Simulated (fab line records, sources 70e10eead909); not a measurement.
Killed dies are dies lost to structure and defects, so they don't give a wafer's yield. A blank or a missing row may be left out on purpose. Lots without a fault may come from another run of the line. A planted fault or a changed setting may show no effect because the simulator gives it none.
Chamber matching | flow nand_harc | NHARC_P_M0_DESCUM_14 on rie_diel-01: 4 sister chambers
The step chemistry O2, time 3 s. 20 wafers are shown with their chamber, then 10 later ones without.

WAFERS WITH THEIR CHAMBER
wafer  | chamber | showerhead_plenum_p_Torr (Torr) | drypump_motor_current_A (A) | oes_product_au (a.u.)
L074.3 | 3       | 1.87                            | 5.67                        | 0.984
L074.4 | 1       | 1.97                            | 5.92                        | 0.995
L074.5 | 1       | 1.97                            | 5.90                        | 0.997
L076.1 | 3       | 1.87                            | 5.68                        | 0.991
L076.2 | 2       | 1.81                            | 6.20                        | 1.005
L076.5 | 0       | 1.78                            | 5.46                        | 0.999
L078.1 | 2       | 1.81                            | 6.19                        | 1.004
L078.2 | 1       | 1.96                            | 5.85                        | 0.990
L078.4 | 0       | 1.78                            | 5.38                        | 1.005
L080.1 | 1       | 1.96                            | 5.90                        | 1.001
L080.2 | 0       | 1.77                            | 5.43                        | 1.006
L080.4 | 3       | 1.87                            | 5.67                        | 0.994
L081.1 | 0       | 1.77                            | 5.41                        | 1.008
L081.2 | 2       | 1.80                            | 6.20                        | 1.010
L081.4 | 2       | 1.80                            | 6.18                        | 1.018
L084.1 | 0       | 1.77                            | 5.39                        | 1.019
L084.3 | 3       | 1.87                            | 5.67                        | 0.994
L084.5 | 1       | 1.96                            | 5.87                        | 1.008
L085.3 | 1       | 1.96                            | 5.87                        | 1.007
L085.4 | 2       | 1.80                            | 6.20                        | 1.011

SIGNATURES (means of the wafers above)
reading                  | chamber 0 | chamber 1 | chamber 2 | chamber 3 | scatter within a chamber
showerhead_plenum_p_Torr | 1.7740    | 1.9633    | 1.8040    | 1.8700    | 0.00483
drypump_motor_current_A  | 5.4140    | 5.8850    | 6.1940    | 5.6725    | 0.0222
oes_product_au           | 1.00740   | 0.99967   | 1.00960   | 0.99075   | 0.00639
Rule: a wafer's distance from a chamber is the root of the sum, over the readings, of the square of ((its reading less the chamber's mean) divided by the reading's scatter). The wafer belongs to the nearest chamber; if the next one is less than 2 further off, it can't be placed. The scatter: the root of (the sum of the squares of (reading less its chamber's mean) over the shown wafers, divided by (wafers less chambers)).

WAFERS WITHOUT THEIR CHAMBER
wafer  | showerhead_plenum_p_Torr (Torr) | drypump_motor_current_A (A) | oes_product_au (a.u.)
L085.5 | 1.96                            | 5.88                        | 1.008
L091.1 | 1.80                            | 6.17                        | 1.016
L091.2 | 1.77                            | 5.40                        | 1.008
L091.3 | 1.95                            | 5.89                        | 1.008
L095.3 | 1.79                            | 6.19                        | 1.012
L095.4 | 1.95                            | 5.89                        | 1.015
L095.6 | 1.85                            | 5.67                        | 1.005
L097.1 | 1.85                            | 5.66                        | 1.003
L097.2 | 1.95                            | 5.91                        | 0.997
L097.5 | 1.76                            | 5.41                        | 1.007

WHICH CHAMBER EACH WENT THROUGH
wafer  | from the rows above | in truth
L085.5 | 1                   | 1
L091.1 | 2                   | 2
L091.2 | 0                   | 0
L091.3 | 1                   | 1
L095.3 | 2                   | 2
L095.4 | 1                   | 1
L095.6 | 3                   | 3
L097.1 | 3                   | 3
L097.2 | 1                   | 1
L097.5 | 0                   | 0
Placed correctly: 10 of 10. Can't be placed from these rows: 0. Placed wrongly: 0.
